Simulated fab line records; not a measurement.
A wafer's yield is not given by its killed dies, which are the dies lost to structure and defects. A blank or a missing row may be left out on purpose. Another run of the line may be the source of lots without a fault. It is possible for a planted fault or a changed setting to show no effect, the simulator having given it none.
fab line records | flow n5Finfet | part 2 of 2: steps 5 to 6 of 6
record lots=24 | wafers=72 | lastDay=20
route steps=1938 shown HKMG_FIN@412 GATE_CUT@465
lots that met no fault: taken from a fault-free run of the same line
startH: the number of hours between the record's first day and the start of the first shown wafer of the lot | waitH: how many hours have passed since the lot's step before this one | " repeats the value in the row above | L1.1+2: one row covering several wafers at once | - either no value or no given start | * or withheld: withheld | < > ~ a bound
route shown NAME@n: NAME is a module with steps in the file, n the number in the route of the first one | usual: average and standard deviation across the fault-free wafers | same: alike in all rows | chamber/n: place in a boat | sites: each site's reading | _std_site: the values' standard deviation | _edge_site: mean of outer sites minus mean of inner sites | radiusMm: for every site, how far away it sits from the centre of the wafer | mask NAME#n: copy n | behind: the most recent tool/chamber to have shaped the wafer | hold: what put the lot on hold/how long, in hours/how the hold closed | device: names the non-switching transistor (n, p or np) | end of line: the route-end tests of the same wafers | for a step that has no rows: nothing shown but its recipe | killed: the dies lost at the first sort to structure and to defects; this is not the yield of the wafer | map: the dies of a wafer, with x for killed, . for not killed, _ for no die there
set.NAME: the setting as run; set.NAME@STEP: as run at that earlier step | model.NAME: the simulator's own value behind a step, which no gauge read
one table for each step of the route and one row for each wafer, over a sample of lots
services: a tool's chamber out of use, with start hour (startH, from the record's first day; less than 0 if before it), hours out, and reason
## steps
# step N5_GATE_CUT_ETCH_58
# recipe chemistry=CH3F/O2 | target=SiNx | targetDepthA=170 | timeS=128.6 | ionEnergyEv=50 | pressureMtorr=30 | sourceW=415 | biasW=21 | Ar_flow_sccm=150 | CH3F_flow_sccm=30 | O2_flow_sccm=20
# usual biasW=21.00/0.057 | drypumpMotorCurrentA=5.7/0.38 | oesProductAu=0.78/0.084 | rfVppV=99.0/0.97 | showerheadPlenumPTorr=2.00/0.066 | throttleValvePct=16.40/0.19
lot.wafer | tool       | chamber | startH | waitH | biasW | drypumpMotorCurrentA | oesProductAu | rfHoursCounterH | rfVppV | showerheadPlenumPTorr | throttleValvePct
L074.2    | rieDiel-02 | 3       | 79.93  | 0.0   | 20.92 | 5.9                  | 0.76         | 148             | 98.7   | 1.92                  | 16.22
L074.5    | "          | 1       | "      | "     | 21.02 | 5.6                  | 0.77         | -               | 98.6   | 1.92                  | 16.48
L074.6    | "          | 0       | "      | "     | 20.99 | 4.8                  | 0.69         | -               | 100.1  | 2.05                  | 16.59
L075.2    | rieDiel-02 | 3       | 89.61  | 0.0   | 21.10 | 5.9                  | 0.76         | 152             | 98.3   | 1.92                  | 16.21
L075.3    | "          | 0       | "      | "     | 21.05 | 4.8                  | 0.69         | 228             | 100.8  | 2.05                  | 16.63
L075.4    | "          | 2       | "      | "     | 21.02 | 6.1                  | 0.91         | 35              | 98.2   | 1.96                  | 16.26
L076.1    | rieDiel-03 | 0       | 94.71  | 0.0   | 20.96 | 5.9                  | 0.84         | 68              | 99.5   | 2.11                  | 16.26
L076.2    | "          | 1       | "      | "     | 20.94 | 5.7                  | 0.74         | 154             | 98.2   | 2.01                  | 16.63
L076.4    | "          | 3       | "      | "     | 20.99 | 5.5                  | 0.73         | 149             | 100.5  | 2.09                  | 16.44
L077.1    | rieDiel-02 | 1       | 98.98  | 0.2   | 21.04 | 5.6                  | 0.77         | 139             | 97.4   | 1.92                  | 16.49
L077.2    | "          | 2       | "      | "     | 20.98 | 6.1                  | 0.90         | 39              | 98.9   | 1.96                  | 16.26
L077.5    | "          | 2       | "      | "     | 21.06 | 6.1                  | 0.90         | -               | 97.5   | 1.96                  | 16.28
L078.1    | rieDiel-02 | 2       | 101.50 | 0.0   | 21.03 | 6.1                  | 0.90         | 39              | 97.3   | 1.96                  | 16.26
L078.3    | "          | 1       | "      | "     | 20.93 | 5.6                  | 0.77         | 140             | 99.7   | 1.92                  | 16.49
L078.5    | "          | 1       | "      | "     | 21.05 | 5.6                  | 0.78         | -               | 98.2   | 1.92                  | 16.50
L079.3    | rieDiel-05 | 0       | 112.15 | 0.0   | 21.01 | 5.8                  | 0.69         | 198             | 97.5   | 1.99                  | 16.18
L079.5    | "          | 0       | "      | "     | 20.98 | 5.8                  | 0.70         | -               | 99.0   | 1.99                  | 16.16
L079.6    | "          | 2       | "      | "     | 21.00 | 6.2                  | 0.67         | -               | 98.4   | 1.97                  | 16.69
L080.3    | rieDiel-02 | 3       | 115.35 | 0.0   | 20.90 | 5.9                  | 0.76         | 162             | 98.3   | 1.92                  | 16.23
L080.5    | "          | 0       | "      | "     | 20.96 | 4.8                  | 0.69         | -               | 98.3   | 2.05                  | 16.61
L080.6    | "          | 2       | "      | "     | 21.04 | 6.0                  | 0.90         | -               | 99.1   | 1.96                  | 16.26
L081.1    | rieDiel-05 | 3       | 123.77 | 0.0   | 21.02 | 6.4                  | 0.78         | 138             | 98.4   | 2.00                  | 16.58
L081.3    | "          | 1       | "      | "     | 21.05 | 5.4                  | 0.92         | 28              | 99.3   | 2.05                  | 16.02
L081.6    | "          | 0       | "      | "     | 20.99 | 5.8                  | 0.69         | -               | 99.3   | 1.98                  | 16.18
L082.1    | rieDiel-03 | 2       | 130.00 | 0.0   | 20.98 | 5.7                  | 0.71         | 189             | 98.1   | 1.92                  | 16.47
L082.3    | "          | 0       | "      | "     | 20.95 | 5.9                  | 0.83         | 77              | 101.1  | 2.10                  | 16.27
L082.4    | "          | 3       | "      | "     | 20.91 | 5.5                  | 0.72         | 161             | 99.4   | 2.09                  | 16.46
L083.1    | rieDiel-03 | 3       | 135.21 | 0.0   | 21.07 | 5.5                  | 0.72         | 163             | 99.5   | 2.09                  | 16.47
L083.4    | "          | 1       | "      | "     | 21.00 | 5.7                  | 0.73         | 168             | 99.1   | 2.00                  | 16.65
L083.6    | "          | 3       | "      | "     | 20.91 | 5.5                  | 0.72         | -               | 98.4   | 2.08                  | 16.47
L084.1    | rieDiel-02 | 2       | 139.42 | 0.3   | 20.98 | 6.0                  | 0.87         | 52              | 98.3   | 1.96                  | 16.29
L084.2    | "          | 0       | "      | "     | 21.00 | 4.8                  | 0.67         | 243             | 99.4   | 2.05                  | 16.63
L084.4    | "          | 1       | "      | "     | 20.91 | 5.6                  | 0.76         | -               | 97.5   | 1.92                  | 16.50
L085.2    | rieDiel-03 | 2       | 146.36 | 0.0   | 21.08 | 5.6                  | 0.71         | 194             | 97.9   | 1.91                  | 16.48
L085.3    | "          | 3       | "      | "     | 20.96 | 5.5                  | 0.72         | 166             | 99.5   | 2.08                  | 16.49
L085.6    | "          | 3       | "      | "     | 20.96 | 5.5                  | 0.72         | -               | 98.4   | 2.08                  | 16.48
L086.1    | rieDiel-03 | 0       | 157.21 | 0.4   | 20.96 | 5.9                  | 0.83         | 86              | 99.5   | 2.10                  | 16.29
L086.4    | "          | 3       | "      | "     | 21.15 | 5.5                  | 0.72         | 170             | 100.2  | 2.08                  | 16.48
L086.6    | "          | 2       | "      | "     | 21.02 | 5.7                  | 0.71         | -               | 97.6   | 1.91                  | 16.49
L087.2    | rieDiel-03 | 3       | 159.57 | 0.4   | 21.03 | 5.5                  | 0.71         | 171             | 100.9  | 2.08                  | 16.48
L087.3    | "          | 0       | "      | "     | 21.05 | 5.9                  | 0.82         | 87              | 99.1   | 2.10                  | 16.30
L087.5    | "          | 0       | "      | "     | 20.99 | 5.9                  | 0.82         | -               | 99.2   | 2.10                  | 16.30
L088.2    | rieDiel-03 | 3       | 165.35 | 0.0   | 21.04 | 5.5                  | 0.70         | 174             | 99.4   | 2.08                  | 16.48
L088.4    | "          | 2       | "      | "     | 21.02 | 5.7                  | 0.71         | 203             | 98.2   | 1.91                  | 16.50
L088.5    | "          | 0       | "      | "     | 21.03 | 5.9                  | 0.83         | -               | 100.6  | 2.10                  | 16.30
L089.2    | rieDiel-03 | 3       | 173.59 | 0.1   | 20.97 | 5.5                  | 0.71         | 178             | 99.1   | 2.08                  | 16.51
L089.4    | "          | 1       | "      | "     | 21.02 | 5.7                  | 0.72         | 184             | 97.8   | 2.00                  | 16.67
L089.5    | "          | 0       | "      | "     | 20.95 | 5.9                  | 0.82         | -               | 100.2  | 2.10                  | 16.29
L090.1    | rieDiel-03 | 1       | 174.28 | 0.1   | 20.99 | 5.7                  | 0.72         | 184             | 99.3   | 2.00                  | 16.68
L090.4    | "          | 0       | "      | "     | 21.02 | 5.9                  | 0.82         | 94              | 99.5   | 2.10                  | 16.31
L090.5    | "          | 3       | "      | "     | 21.07 | 5.5                  | 0.70         | -               | 100.3  | 2.08                  | 16.50
L091.1    | rieDiel-05 | 1       | 202.92 | 0.0   | 20.93 | 5.4                  | 0.89         | 39              | 98.8   | 2.04                  | 16.03
L091.4    | "          | 2       | "      | "     | 21.00 | 6.2                  | 0.96         | 7               | 97.9   | 1.96                  | 16.22
L091.6    | "          | 0       | "      | "     | 21.04 | 5.8                  | 0.69         | -               | 98.7   | 1.98                  | 16.19
L092.1    | rieDiel-02 | 2       | 203.62 | 0.0   | 21.10 | 6.1                  | 0.85         | 64              | 98.5   | 1.95                  | 16.32
L092.2    | "          | 1       | "      | "     | 21.10 | 5.6                  | 0.74         | 161             | 98.3   | 1.91                  | 16.53
L092.5    | "          | 0       | "      | "     | 21.01 | 4.8                  | 1.02         | -               | 99.0   | 2.04                  | 16.14
L093.1    | rieDiel-05 | 2       | 204.59 | 0.0   | 21.03 | 6.2                  | 0.97         | 7               | 98.1   | 1.96                  | 16.23
L093.3    | "          | 3       | "      | "     | 20.97 | 6.3                  | 0.77         | 148             | 99.5   | 2.00                  | 16.61
L093.5    | "          | 3       | "      | "     | 21.03 | 6.4                  | 0.77         | -               | 99.9   | 2.00                  | 16.60
L096.1    | rieDiel-05 | 2       | 247.36 | 0.0   | 21.18 | 6.2                  | 0.93         | 19              | 98.7   | 1.96                  | 16.23
L096.2    | "          | 0       | "      | "     | 20.92 | 5.8                  | 0.68         | 223             | 98.0   | 1.98                  | 16.23
L096.3    | "          | 1       | "      | "     | 20.93 | 5.4                  | 0.88         | 46              | 101.2  | 2.04                  | 16.04
L095.1    | rieDiel-03 | 1       | 248.11 | 0.0   | 21.04 | 5.7                  | 0.70         | 199             | 98.3   | 1.99                  | 16.71
L095.2    | "          | 0       | "      | "     | 20.95 | 5.8                  | 0.80         | 109             | 99.6   | 2.09                  | 16.36
L095.4    | "          | 2       | "      | "     | 20.99 | 5.7                  | 0.68         | 221             | 97.5   | 1.91                  | 16.53
L094.1    | rieDiel-02 | 2       | 249.82 | 0.1   | 20.97 | 6.0                  | 0.84         | 75              | 97.7   | 1.95                  | 16.34
L094.4    | "          | 0       | "      | "     | 20.98 | 4.8                  | 0.97         | 11              | 99.4   | 2.04                  | 16.16
L094.5    | "          | 1       | "      | "     | 21.03 | 5.6                  | 0.75         | -               | 99.4   | 1.91                  | 16.53
L097.4    | rieDiel-05 | 1       | 250.68 | 0.1   | 20.90 | 5.3                  | 0.87         | -               | 99.5   | 2.04                  | 16.06
L097.5    | "          | 2       | "      | "     | 21.05 | 6.2                  | 0.92         | -               | 99.3   | 1.96                  | 16.25
L097.6    | "          | 3       | "      | "     | 20.94 | 6.3                  | 0.75         | -               | 100.2  | 2.00                  | 16.62
# step N5_GATE_CUT_CUT_ETCH_55
# recipe chemistry=BCl3 | target=HfO2 | maskMaterial=SiO2 | targetDepthA=32 | ionEnergyEv=30 | pressureMtorr=5 | icpW=450 | biasW=18 | bcl3FlowSccm=80
# usual biasW=18.01/0.054 | drypumpMotorCurrentA=6.0/0.44 | oesProductAu=0.77/0.12 | throttleValvePct=33.07/0.3
lot.wafer | tool        | chamber | startH | waitH | biasW | drypumpMotorCurrentA | oesProductAu | rfHoursCounterH | throttleValvePct
L074.2    | rieMetal-02 | 1       | 83.83  | 0.0   | 17.98 | 6.0                  | 0.89         | 12              | 33.52
L074.5    | "           | 0       | "      | "     | 18.10 | 5.7                  | 0.66         | -               | 32.87
L074.6    | "           | 1       | "      | "     | 18.01 | 6.0                  | 0.89         | -               | 33.52
L075.2    | rieMetal-02 | 1       | 93.79  | 0.0   | 18.01 | 6.0                  | 0.89         | 14              | 33.53
L075.3    | "           | 1       | "      | "     | 18.08 | 6.1                  | 0.89         | -               | 33.53
L075.4    | "           | 0       | "      | "     | 17.98 | 5.6                  | 0.65         | -               | 32.85
L076.1    | rieMetal-01 | 0       | 99.40  | 0.1   | 17.99 | 6.7                  | 0.59         | 138             | 33.10
L076.2    | "           | 0       | "      | "     | 17.98 | 6.8                  | 0.59         | -               | 33.09
L076.4    | "           | 0       | "      | "     | 17.93 | 6.7                  | 0.59         | -               | 33.10
L077.1    | rieMetal-01 | 1       | 103.62 | 0.0   | 17.97 | 6.2                  | 0.80         | 29              | 32.78
L077.2    | "           | 0       | "      | "     | 17.93 | 6.7                  | 0.58         | 139             | 33.10
L077.5    | "           | 0       | "      | "     | 18.00 | 6.8                  | 0.58         | -               | 33.12
L078.1    | rieMetal-02 | 0       | 105.79 | 0.0   | 18.05 | 5.7                  | 0.66         | 106             | 32.86
L078.3    | "           | 1       | "      | "     | 18.00 | 6.1                  | 0.88         | -               | 33.50
L078.5    | "           | 1       | "      | "     | 18.10 | 6.0                  | 0.89         | -               | 33.52
L079.3    | rieMetal-02 | 0       | 116.37 | 0.0   | 18.02 | 5.6                  | 0.65         | -               | 32.86
L079.5    | "           | 1       | "      | "     | 18.06 | 6.0                  | 0.88         | -               | 33.52
L079.6    | "           | 0       | "      | "     | 17.96 | 5.6                  | 0.65         | -               | 32.87
L080.3    | rieMetal-03 | 1       | 119.37 | 0.0   | 18.03 | 5.1                  | 0.82         | -               | 32.82
L080.5    | "           | 0       | "      | "     | 18.06 | 5.9                  | 0.64         | -               | 32.77
L080.6    | "           | 1       | "      | "     | 18.05 | 5.1                  | 0.81         | -               | 32.83
L081.1    | rieMetal-02 | 1       | 127.66 | 0.0   | 18.01 | 6.0                  | 0.88         | 17              | 33.52
L081.3    | "           | 0       | "      | "     | 18.00 | 5.6                  | 0.65         | -               | 32.86
L081.6    | "           | 0       | "      | "     | 18.00 | 5.6                  | 0.64         | -               | 32.85
L082.1    | rieMetal-02 | 1       | 134.02 | 0.0   | 18.02 | 6.1                  | 0.87         | 17              | 33.53
L082.3    | "           | 1       | "      | "     | 17.97 | 6.1                  | 0.88         | -               | 33.53
L082.4    | "           | 0       | "      | "     | 18.00 | 5.6                  | 0.64         | -               | 32.85
L083.1    | rieMetal-03 | 0       | 139.25 | 0.0   | 18.02 | 5.9                  | 0.64         | 109             | 32.77
L083.4    | "           | 1       | "      | "     | 18.00 | 5.1                  | 0.80         | -               | 32.83
L083.6    | "           | 0       | "      | "     | 18.05 | 5.9                  | 0.64         | -               | 32.75
L084.1    | rieMetal-02 | 0       | 143.84 | 0.0   | 18.03 | 5.6                  | 0.65         | 110             | 32.87
L084.2    | "           | 1       | "      | "     | 18.05 | 6.0                  | 0.87         | 18              | 33.52
L084.4    | "           | 0       | "      | "     | 17.97 | 5.6                  | 0.64         | -               | 32.89
L085.2    | rieMetal-02 | 1       | 167.70 | 0.0   | 18.04 | 6.0                  | 0.86         | 20              | 33.53
L085.3    | "           | 0       | "      | "     | 18.05 | 5.6                  | 0.64         | -               | 32.88
L085.6    | "           | 1       | "      | "     | 18.02 | 6.0                  | 0.85         | -               | 33.52
L086.1    | rieMetal-01 | 1       | 169.57 | 0.0   | 17.94 | 6.1                  | 0.80         | 35              | 32.80
L086.4    | "           | 1       | "      | "     | 17.95 | 6.1                  | 0.79         | -               | 32.80
L086.6    | "           | 0       | "      | "     | 17.98 | 6.7                  | 0.99         | -               | 33.10
L087.2    | rieMetal-02 | 1       | 169.94 | 0.0   | 17.96 | 6.0                  | 0.85         | 21              | 33.54
L087.3    | "           | 1       | "      | "     | 17.93 | 6.0                  | 0.86         | -               | 33.53
L087.5    | "           | 0       | "      | "     | 18.02 | 5.6                  | 0.63         | -               | 32.87
L088.2    | rieMetal-01 | 1       | 172.15 | 0.0   | 17.95 | 6.2                  | 0.79         | 36              | 32.81
L088.4    | "           | 1       | "      | "     | 17.96 | 6.2                  | 0.79         | -               | 32.81
L088.5    | "           | 1       | "      | "     | 17.90 | 6.2                  | 0.80         | -               | 32.82
L089.2    | rieMetal-02 | 0       | 177.50 | 0.0   | 18.01 | 5.6                  | 0.63         | 113             | 32.85
L089.4    | "           | 0       | "      | "     | 18.02 | 5.6                  | 0.63         | -               | 32.86
L089.5    | "           | 1       | "      | "     | 17.93 | 6.0                  | 0.85         | -               | 33.52
L090.1    | rieMetal-03 | 1       | 178.16 | 0.0   | 18.01 | 5.1                  | 0.80         | 37              | 32.82
L090.4    | "           | 0       | "      | "     | 17.97 | 5.9                  | 0.62         | -               | 32.76
L090.5    | "           | 1       | "      | "     | 18.08 | 5.1                  | 0.80         | -               | 32.84
L091.1    | rieMetal-02 | 1       | 214.59 | 0.0   | 17.99 | 6.0                  | 0.84         | 23              | 33.53
L091.4    | "           | 1       | "      | "     | 17.98 | 6.0                  | 0.84         | -               | 33.51
L091.6    | "           | 1       | "      | "     | 17.98 | 6.1                  | 0.84         | -               | 33.52
L092.1    | rieMetal-01 | 1       | 214.96 | 0.0   | 18.00 | 6.1                  | 0.78         | 38              | 32.82
L092.2    | "           | 0       | "      | "     | 18.00 | 6.7                  | 0.95         | 3               | 33.14
L092.5    | "           | 1       | "      | "     | 18.02 | 6.1                  | 0.79         | -               | 32.80
L093.1    | rieMetal-02 | 0       | 215.46 | 0.0   | 18.11 | 5.6                  | 0.64         | 115             | 32.84
L093.3    | "           | 1       | "      | "     | 18.07 | 6.0                  | 0.85         | -               | 33.54
L093.5    | "           | 1       | "      | "     | 18.00 | 6.0                  | 0.85         | -               | 33.52
L096.1    | rieMetal-02 | 0       | 251.37 | 0.0   | 18.06 | 5.6                  | 0.63         | 116             | 32.87
L096.2    | "           | 1       | "      | "     | 17.92 | 6.0                  | 0.84         | 25              | 33.54
L096.3    | "           | 1       | "      | "     | 17.98 | 6.0                  | 0.84         | -               | 33.53
L095.1    | rieMetal-01 | 0       | 252.37 | 0.0   | 18.06 | 6.8                  | 0.93         | 4               | 33.12
L095.2    | "           | 1       | "      | "     | 18.03 | 6.2                  | 0.77         | 39              | 32.82
L095.4    | "           | 1       | "      | "     | 18.10 | 6.1                  | 0.78         | -               | 32.80
L094.1    | rieMetal-01 | 0       | 253.84 | 0.0   | 17.95 | 6.8                  | 0.94         | 4               | 33.11
L094.4    | "           | 1       | "      | "     | 17.95 | 6.2                  | 0.79         | -               | 32.82
L094.5    | "           | 1       | "      | "     | 17.94 | 6.2                  | 0.78         | -               | 32.83
L097.4    | rieMetal-01 | 0       | 254.98 | 0.0   | 18.04 | 6.7                  | 0.93         | -               | 33.12
L097.5    | "           | 1       | "      | "     | 18.01 | 6.1                  | 0.78         | -               | 32.80
L097.6    | "           | 0       | "      | "     | 18.09 | 6.7                  | 0.92         | -               | 33.10
## services
tool           | chamber | startH | hours | kind
aldMetal-01    | 1       | 58.11  | 28.7  | repair
rieMetal-01    | 1       | 87.09  | 16.1  | repair
rieDiel-05     | 3       | 93.94  | 21.0  | repair
rieDiel-02     | 1       | 107.68 | 15.5  | repair
rieDiel-02     | 2       | 107.69 | 2.9   | repair
plasmaAsher-02 | -       | 143.29 | 3.5   | pm
rieDiel-02     | -       | 151.09 | 15.6  | pm
plasmaAsher-01 | -       | 153.10 | 2.1   | repair
rieDiel-05     | -       | 153.22 | 28.1  | pm
aldMetal-01    | -       | 161.02 | 0.6   | repair
aldMetal-02    | -       | 170.32 | 2.8   | pm
rieDiel-05     | 3       | 189.24 | 1.3   | repair
rieDiel-05     | -       | 207.38 | 2.6   | repair
rieMetal-03    | -       | 212.47 | 1.0   | repair
rieDiel-05     | 1       | 213.83 | 14.7  | repair
rieMetal-03    | -       | 214.10 | 2.8   | pm
plasmaAsher-01 | -       | 216.33 | 2.8   | pm
rieDiel-05     | -       | 217.62 | 0.7   | repair
aldMetal-04    | 2       | 218.00 | 4.3   | repair
rieDiel-05     | 3       | 227.96 | 6.0   | repair
rieDiel-02     | -       | 241.35 | 2.8   | pm
rieDiel-02     | 3       | 250.98 | 4.4   | repair
rieDiel-03     | 3       | 251.86 | 6.5   | repair
rieMetal-02    | -       | 254.09 | 14.6  | pm
